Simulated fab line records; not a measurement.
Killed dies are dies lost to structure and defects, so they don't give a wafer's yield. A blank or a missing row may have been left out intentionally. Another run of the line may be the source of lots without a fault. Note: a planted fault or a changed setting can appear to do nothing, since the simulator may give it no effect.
Which tool did it? / flow nand_harc / Sampling: 11 lots, 33 wafers, 4 of 1159 route steps

== WHAT EACH GAUGE READ, for each wafer ==
NHARC_A_CHANNEL_HOLE_D1_INSPECT_40.
lot=L974; measured=day 8 11:48; on=defect_inspect-02; raw_defect_count=44 44 48
lot=L973; measured=day 8 12:01; on=defect_inspect-01; raw_defect_count=33 45 48
lot=L975; measured=day 9 12:08; on=defect_inspect-02; raw_defect_count=65 67 73
lot=L977; measured=day 9 17:15; on=defect_inspect-01; raw_defect_count=58 60 42
lot=L980; measured=day 10 07:03; on=defect_inspect-02; raw_defect_count=60 70 61
lot=L981; measured=day 10 18:16; on=defect_inspect-01; raw_defect_count=112 72 93
lot=L983; measured=day 11 03:26; on=defect_inspect-02; raw_defect_count=750 772 699
lot=L987; measured=day 12 09:19; on=defect_inspect-02; raw_defect_count=681 712 696
lot=L985; measured=day 12 13:46; on=defect_inspect-02; raw_defect_count=49 50 35
lot=L992; measured=day 13 07:51; on=defect_inspect-02; raw_defect_count=82 73 62
lot=L996; measured=day 14 11:34; on=defect_inspect-01; raw_defect_count=63 67 64

== TOOL THAT RAN EACH LOT (tool first, then ch and the chambers of the sampled wafers, then the start) ==
lot=L974; NHARC_A_CHANNEL_HOLE_D1_ETCH_34=rie_diel-08 ch 0,1,3, day 8 06:31 or earlier; NHARC_A_CHANNEL_HOLE_D1_ETCH_21=har_etch-01 ch 0,1, day 8 06:31; NHARC_A_CHANNEL_HOLE_D1_STRIP_27=rie_diel-09 ch 1,2,3, day 8 11:48 or earlier
lot=L973; NHARC_A_CHANNEL_HOLE_D1_ETCH_34=rie_diel-09 ch 0,1,2, day 8 06:42 or earlier; NHARC_A_CHANNEL_HOLE_D1_ETCH_21=har_etch-02 ch 0,1, day 8 06:42; NHARC_A_CHANNEL_HOLE_D1_STRIP_27=rie_diel-08 ch 0,1,3, day 8 12:01 or earlier
lot=L975; NHARC_A_CHANNEL_HOLE_D1_ETCH_34=rie_diel-08 ch 0,2, day 9 06:52 or earlier; NHARC_A_CHANNEL_HOLE_D1_ETCH_21=har_etch-01 ch 0,1, day 9 06:52; NHARC_A_CHANNEL_HOLE_D1_STRIP_27=rie_diel-09 ch 0,2, day 9 12:08 or earlier
lot=L977; NHARC_A_CHANNEL_HOLE_D1_ETCH_34=rie_diel-08 ch 1,2,3, day 9 12:08 or earlier; NHARC_A_CHANNEL_HOLE_D1_ETCH_21=har_etch-02 ch 0,1, day 9 12:08; NHARC_A_CHANNEL_HOLE_D1_STRIP_27=rie_diel-08 ch 0,1,2, day 9 17:15 or earlier
lot=L980; NHARC_A_CHANNEL_HOLE_D1_ETCH_34=rie_diel-08 ch 0,2,3, day 10 01:53 or earlier; NHARC_A_CHANNEL_HOLE_D1_ETCH_21=har_etch-01 ch 0,1, day 10 01:53; NHARC_A_CHANNEL_HOLE_D1_STRIP_27=rie_diel-10 ch 0,1,2, day 10 07:03 or earlier
lot=L981; NHARC_A_CHANNEL_HOLE_D1_ETCH_34=rie_diel-10 ch 1,2,3, day 10 13:00 or earlier; NHARC_A_CHANNEL_HOLE_D1_ETCH_21=har_etch-01 ch 0,1, day 10 13:00; NHARC_A_CHANNEL_HOLE_D1_STRIP_27=rie_diel-08 ch 1,2, day 10 18:16 or earlier
lot=L983; NHARC_A_CHANNEL_HOLE_D1_ETCH_34=rie_diel-08 ch 0,1,2, day 10 22:08 or earlier; NHARC_A_CHANNEL_HOLE_D1_ETCH_21=har_etch-01 ch 0,1, day 10 22:08; NHARC_A_CHANNEL_HOLE_D1_STRIP_27=rie_diel-10 ch 0,3, day 11 03:26 or earlier
lot=L987; NHARC_A_CHANNEL_HOLE_D1_ETCH_34=rie_diel-08 ch 0,1,2, day 12 03:59 or earlier; NHARC_A_CHANNEL_HOLE_D1_ETCH_21=har_etch-01 ch 0,1, day 12 03:59; NHARC_A_CHANNEL_HOLE_D1_STRIP_27=rie_diel-10 ch 0,2,3, day 12 09:19 or earlier
lot=L985; NHARC_A_CHANNEL_HOLE_D1_ETCH_34=rie_diel-10 ch 0,1,3, day 12 08:33 or earlier; NHARC_A_CHANNEL_HOLE_D1_ETCH_21=har_etch-02 ch 1, day 12 08:33; NHARC_A_CHANNEL_HOLE_D1_STRIP_27=rie_diel-10 ch 0,3, day 12 13:46 or earlier
lot=L992; NHARC_A_CHANNEL_HOLE_D1_ETCH_34=rie_diel-09 ch 0,2,3, day 13 02:39 or earlier; NHARC_A_CHANNEL_HOLE_D1_ETCH_21=har_etch-02 ch 0,1, day 13 02:39; NHARC_A_CHANNEL_HOLE_D1_STRIP_27=rie_diel-08 ch 1,2,3, day 13 07:51 or earlier
lot=L996; NHARC_A_CHANNEL_HOLE_D1_ETCH_34=rie_diel-08 ch 0,2,3, day 14 06:23 or earlier; NHARC_A_CHANNEL_HOLE_D1_ETCH_21=har_etch-02 ch 0,1, day 14 06:23; NHARC_A_CHANNEL_HOLE_D1_STRIP_27=rie_diel-10 ch 0,1,2, day 14 11:34 or earlier
- NHARC_A_CHANNEL_HOLE_D1_ETCH_34: etches the open film in CF4/CHF3, target depth 154 nm, time 77 s.
- NHARC_A_CHANNEL_HOLE_D1_ETCH_21: etches the open film in C4F8/O2/Ar, time 514.3 s, target depth 1600 nm.
- NHARC_A_CHANNEL_HOLE_D1_STRIP_27: strips in O2.

== THE ANSWER, worked out from the rows above alone ==
Rule: the usual values come from the lots themselves. Put in order of their means at a reading, lots are off if they are a third of the lots or fewer, leave a main group of 4 or more, and stand apart from it by a gap of 3 or more times the standard deviation of the main group's means; of several such gaps the widest counts. If all means in a main group match to the digits the tables above print for the reading, that group is not used. Also off: a lot with no number at a reading for which 4 or more lots have one. Where the step has rows for the other lots, those lots are counted as sound.
Off at NHARC_A_CHANNEL_HOLE_D1_INSPECT_40 (raw_defect_count): L983, L987. Main group: mean 61, sd 15.
A tool fits if, at a process step before that reading, it ran every lot that is off, and no sound lot after the first of them. The gauges at NHARC_A_CHANNEL_HOLE_D1_INSPECT_40 are tried like those tools. With no start given for some of its lots, NHARC_A_CHANNEL_HOLE_D1_ETCH_34 uses the hours and lot order of NHARC_A_CHANNEL_HOLE_D1_ETCH_21. With no start given for some of its lots, NHARC_A_CHANNEL_HOLE_D1_STRIP_27 uses the hours and lot order of NHARC_A_CHANNEL_HOLE_D1_INSPECT_40. One fits: NHARC_A_CHANNEL_HOLE_D1_ETCH_21 on har_etch-01. A fault onset in the window from L981 (day 10 13:00, its last sound lot) to L983 (day 10 22:08, its first lot off) fits.

== WHAT THE SIMULATOR PUT IN ==
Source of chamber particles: har_etch-01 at NHARC_A_CHANNEL_HOLE_D1_ETCH_21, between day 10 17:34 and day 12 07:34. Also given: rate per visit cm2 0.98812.
Struck lots among those shown: L983, L987. The rule given above showed the same thing.
